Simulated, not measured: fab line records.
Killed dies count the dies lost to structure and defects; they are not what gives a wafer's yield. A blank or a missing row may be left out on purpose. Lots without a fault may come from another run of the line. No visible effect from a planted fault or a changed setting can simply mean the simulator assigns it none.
Matching of chambers    flow n5Finfet    N5_MOL_CONTACT_COAG_ETCH_48 on rieDiel-05 has 4 sister chambers
The step etches SiOC in C4F6/O2, target depth 15 nm, overetch 4.5 nm, time 17 s. 22 wafers are shown with their chamber, then 11 later ones without.

== WAFERS WITH THEIR CHAMBER ==
wafer   chamber  throttleValvePct (%)  rfVppV (V)  drypumpMotorCurrentA (A)
L076.2  2        40.1                  1615        5.4
L076.5  3        39.2                  1588        5.9
L076.6  2        40.1                  1614        5.5
L078.1  0        39.8                  1577        6.2
L078.3  3        39.2                  1587        5.9
L078.6  0        39.8                  1578        6.2
L080.3  0        39.8                  1578        6.2
L080.4  3        39.2                  1588        5.9
L080.5  0        39.8                  1577        6.2
L086.1  1        41.7                  1600        5.8
L086.3  0        39.8                  1577        6.2
L086.5  0        39.8                  1576        6.2
L089.1  1        41.7                  1600        5.8
L089.4  0        39.8                  1576        6.2
L089.6  1        41.7                  1600        5.8
L090.1  2        40.1                  1615        5.5
L090.2  3        39.2                  1587        5.9
L090.3  1        41.7                  1600        5.8
L091.1  3        39.3                  1588        5.9
L091.3  1        41.8                  1599        5.8
L091.6  3        39.3                  1588        5.9
L092.1  2        40.1                  1614        5.4

SIGNATURES (means of the wafers above)
reading               chamber 0  chamber 1  chamber 2  chamber 3  scatter within a chamber
throttleValvePct      39.800     41.720     40.100     39.233     0.0344
rfVppV                1577.00    1599.80    1614.50    1587.67    0.63
drypumpMotorCurrentA  6.200      5.800      5.450      5.900      0.0236
Rule: for each reading, subtract the chamber's mean from the wafer's reading, divide by that reading's scatter and square the result; add these up over the readings and take the root, which gives the wafer's distance from the chamber. If the next closest chamber is less than 2 further off than the closest, the wafer can't be placed; otherwise it belongs to the closest. The scatter is the square root of a quotient: the sum, over the shown wafers, of each reading's squared deviation from its chamber's mean, divided by wafers minus chambers.

== WAFERS MISSING THEIR CHAMBER ==
wafer   throttleValvePct (%)  rfVppV (V)  drypumpMotorCurrentA (A)
L092.4  39.8                  1576        6.2
L092.6  40.2                  1612        5.4
L094.1  40.2                  1614        5.4
L094.2  41.7                  1599        5.9
L094.5  39.8                  1576        6.2
L093.3  40.1                  1614        5.4
L093.4  39.3                  1587        5.8
L093.5  39.8                  1577        6.2
L095.1  39.2                  1587        5.9
L095.2  39.8                  1577        6.2
L095.5  39.8                  1576        6.2

== WHICH CHAMBER EACH WENT THROUGH ==
wafer   from the rows above  in truth
L092.4  0                    0
L092.6  2                    2
L094.1  2                    2
L094.2  1                    1
L094.5  0                    0
L093.3  2                    2
L093.4  3                    3
L093.5  0                    0
L095.1  3                    3
L095.2  0                    0
L095.5  0                    0
11 of 11 placed correctly. Not placeable from these rows: 0. Number placed wrongly: 0.
